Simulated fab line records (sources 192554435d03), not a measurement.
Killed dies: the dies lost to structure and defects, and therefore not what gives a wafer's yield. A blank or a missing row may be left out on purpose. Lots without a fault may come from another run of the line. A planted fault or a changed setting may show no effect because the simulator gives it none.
Chamber matching || flow n5 finfet || 4 sister chambers for N5_WELL_APT_DESCUM_30 on rie diel-03
The step chemistry O2, time 7.9 s. 16 wafers are shown with their chamber, then 8 later ones without.

WAFERS, EACH WITH ITS CHAMBER
{"wafer": "L079.1", "chamber": 1, "drypump motor current A (A)": 5.84, "showerhead plenum p Torr (Torr)": 2.17, "throttle valve pct (%)": 20.60}
{"wafer": "L079.3", "chamber": 2, "drypump motor current A (A)": 4.91, "showerhead plenum p Torr (Torr)": 1.99, "throttle valve pct (%)": 20.84}
{"wafer": "L079.4", "chamber": 0, "drypump motor current A (A)": 5.84, "showerhead plenum p Torr (Torr)": 2.15, "throttle valve pct (%)": 20.08}
{"wafer": "L080.3", "chamber": 0, "drypump motor current A (A)": 5.82, "showerhead plenum p Torr (Torr)": 2.15, "throttle valve pct (%)": 20.06}
{"wafer": "L080.4", "chamber": 3, "drypump motor current A (A)": 5.43, "showerhead plenum p Torr (Torr)": 2.17, "throttle valve pct (%)": 20.54}
{"wafer": "L080.5", "chamber": 3, "drypump motor current A (A)": 5.45, "showerhead plenum p Torr (Torr)": 2.17, "throttle valve pct (%)": 20.55}
{"wafer": "L083.1", "chamber": 1, "drypump motor current A (A)": 5.84, "showerhead plenum p Torr (Torr)": 2.17, "throttle valve pct (%)": 20.63}
{"wafer": "L083.4", "chamber": 2, "drypump motor current A (A)": 4.95, "showerhead plenum p Torr (Torr)": 1.99, "throttle valve pct (%)": 20.85}
{"wafer": "L083.5", "chamber": 1, "drypump motor current A (A)": 5.84, "showerhead plenum p Torr (Torr)": 2.17, "throttle valve pct (%)": 20.62}
{"wafer": "L084.4", "chamber": 2, "drypump motor current A (A)": 4.93, "showerhead plenum p Torr (Torr)": 1.99, "throttle valve pct (%)": 20.88}
{"wafer": "L084.5", "chamber": 0, "drypump motor current A (A)": 5.85, "showerhead plenum p Torr (Torr)": 2.15, "throttle valve pct (%)": 20.09}
{"wafer": "L084.6", "chamber": 1, "drypump motor current A (A)": 5.83, "showerhead plenum p Torr (Torr)": 2.17, "throttle valve pct (%)": 20.60}
{"wafer": "L090.1", "chamber": 0, "drypump motor current A (A)": 5.84, "showerhead plenum p Torr (Torr)": 2.14, "throttle valve pct (%)": 20.10}
{"wafer": "L090.2", "chamber": 1, "drypump motor current A (A)": 5.86, "showerhead plenum p Torr (Torr)": 2.16, "throttle valve pct (%)": 20.63}
{"wafer": "L090.4", "chamber": 3, "drypump motor current A (A)": 5.43, "showerhead plenum p Torr (Torr)": 2.16, "throttle valve pct (%)": 20.57}
{"wafer": "L091.2", "chamber": 3, "drypump motor current A (A)": 5.43, "showerhead plenum p Torr (Torr)": 2.16, "throttle valve pct (%)": 20.57}

SIGNATURES (averages over the wafers above)
{"reading": "drypump motor current A", "chamber 0": 5.8375, "chamber 1": 5.8420, "chamber 2": 4.9300, "chamber 3": 5.4350, "scatter within a chamber": 0.0131}
{"reading": "showerhead plenum p Torr", "chamber 0": 2.1475, "chamber 1": 2.1680, "chamber 2": 1.9900, "chamber 3": 2.1650, "scatter within a chamber": 0.00461}
{"reading": "throttle valve pct", "chamber 0": 20.0825, "chamber 1": 20.6160, "chamber 2": 20.8567, "chamber 3": 20.5575, "scatter within a chamber": 0.0167}
Rule: a wafer's distance from a chamber is the root of the sum, over the readings, of the square of ((its reading less the chamber's mean) divided by the reading's scatter). If the next closest chamber is less than 2 further off than the closest, the wafer can't be placed; otherwise it belongs to the closest. The scatter: take each reading less its chamber's mean, square it, sum over the shown wafers, divide by the number of wafers less the number of chambers, and take the root.

WAFERS WHOSE CHAMBER IS MISSING
{"wafer": "L091.4", "drypump motor current A (A)": 5.44, "showerhead plenum p Torr (Torr)": 2.16, "throttle valve pct (%)": 20.58}
{"wafer": "L091.5", "drypump motor current A (A)": 5.82, "showerhead plenum p Torr (Torr)": 2.16, "throttle valve pct (%)": 20.64}
{"wafer": "L096.2", "drypump motor current A (A)": 5.42, "showerhead plenum p Torr (Torr)": 2.16, "throttle valve pct (%)": 20.58}
{"wafer": "L096.3", "drypump motor current A (A)": 5.84, "showerhead plenum p Torr (Torr)": 2.16, "throttle valve pct (%)": 20.66}
{"wafer": "L096.5", "drypump motor current A (A)": 5.43, "showerhead plenum p Torr (Torr)": 2.16, "throttle valve pct (%)": 20.60}
{"wafer": "L097.2", "drypump motor current A (A)": 4.94, "showerhead plenum p Torr (Torr)": 2.24, "throttle valve pct (%)": 20.48}
{"wafer": "L097.4", "drypump motor current A (A)": 5.84, "showerhead plenum p Torr (Torr)": 2.16, "throttle valve pct (%)": 20.65}
{"wafer": "L097.6", "drypump motor current A (A)": 5.84, "showerhead plenum p Torr (Torr)": 2.16, "throttle valve pct (%)": 20.66}

WHICH CHAMBER EACH ONE RAN IN
{"wafer": "L091.4", "from the rows above": 3, "in truth": 3}
{"wafer": "L091.5", "from the rows above": 1, "in truth": 1}
{"wafer": "L096.2", "from the rows above": 3, "in truth": 3}
{"wafer": "L096.3", "from the rows above": 1, "in truth": 1}
{"wafer": "L096.5", "from the rows above": 3, "in truth": 3}
{"wafer": "L097.2", "from the rows above": 3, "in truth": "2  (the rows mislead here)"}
{"wafer": "L097.4", "from the rows above": 1, "in truth": 1}
{"wafer": "L097.6", "from the rows above": 1, "in truth": 1}
Correctly placed: 7 of 8. Number that these rows cannot place: 0. Placed wrongly: 1.
